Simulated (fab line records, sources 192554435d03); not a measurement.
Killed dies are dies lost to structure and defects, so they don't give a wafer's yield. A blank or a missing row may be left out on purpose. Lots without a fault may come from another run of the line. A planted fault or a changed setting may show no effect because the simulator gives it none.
Problem report in the 8D (eight disciplines) form, filled by code | flow n5_finfet | the parts of the form that need people (team, actions taken, sign-off) are left out

1. THE PROBLEM
etch_rf_on_time_s at N5_BEOL_M9_ETCH_76 reads a mean of 6.41 s on 3 wafers of 2 lots; wafers without a fault read 5.19 s with a standard deviation of 0.085. That is +14 standard deviations from the usual mean.
The step: etches underlayer in N2/H2, target depth 6.5 nm, time 5.2 s.
First seen on wafer L172.1, day 12 18:51, on rie_diel-02. The record holds 30 wafers of 10 lots with a number at this step. Rule for "out", or "out of limits": more than 4 standard deviations from the usual mean. The other wafers with a number count as sound.

2. WHAT IT IS AND WHAT IT IS NOT
question                    | is                     | is not
which readings at this step | etch_rf_on_time_s      | bias_w, drypump_motor_current_A, oes_product_au, rf_vpp_V, showerhead_plenum_p_Torr, throttle_valve_pct
which lots                  | L172, L174             | L160, L161, L162, L163, L164, L170, L171, L173
which wafers of those lots  | L172.1, L174.1, L174.6 | L172.2, L172.3, L174.4
read on which tools         | rie_diel-02            | rie_diel-04, rie_diel-06
when                        | from day 12 18:51      | up to then (23 sound wafers); but 4 sound wafers of L173, L174 came after

3. SUSPECTS, AND WHAT RULES EACH OUT
Counting: a tool at a process step up to the reading stays a suspect if it ran every lot that is out. Sound lots after the first of them don't rule it out here, since some wafers of a struck lot are sound.
- rie_diel-02 at N5_BEOL_M9_ETCH_76 (etches underlayer in N2/H2, target depth 6.5 nm, time 5.2 s): kept. It ran every lot that is out, first L172 (day 12 18:51); its last sound lot up to then is L170 (day 12 05:43). Its own readings are out on those wafers: etch_rf_on_time_s.
Left after counting: rie_diel-02 at N5_BEOL_M9_ETCH_76.

4. THE CAUSE (what the simulator had put in)
Process parameter drift: rie_diel-02, from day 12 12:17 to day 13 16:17, at N5_BEOL_M9_ETCH_76. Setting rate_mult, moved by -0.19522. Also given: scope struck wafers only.
Counting left only this tool.

5. THE CHAIN OF EFFECTS, in route order
Each row: a reading whose mean over the struck wafers that have a number lies more than 3 standard deviations from the usual. Only readings for which the record gives a usual standard deviation are gone through. hours: the time from each lot's start at the first step in this table that gives one to its start at this step, as a median over the lots. sigmas: the change in usual standard deviations.
hours | step               | reading           | usual  | on struck wafers | change | sigmas
0     | N5_BEOL_M9_ETCH_76 | etch_rf_on_time_s | 5.19 s | 6.41             | +1.22  | +14
The process steps in it:
- N5_BEOL_M9_ETCH_76: etches underlayer in N2/H2, target depth 6.5 nm, time 5.2 s.

6. WHAT WOULD HAVE CAUGHT IT SOONER
In this record the first reading out of limits was taken at day 12 18:51, 7 hours after the fault began at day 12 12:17.
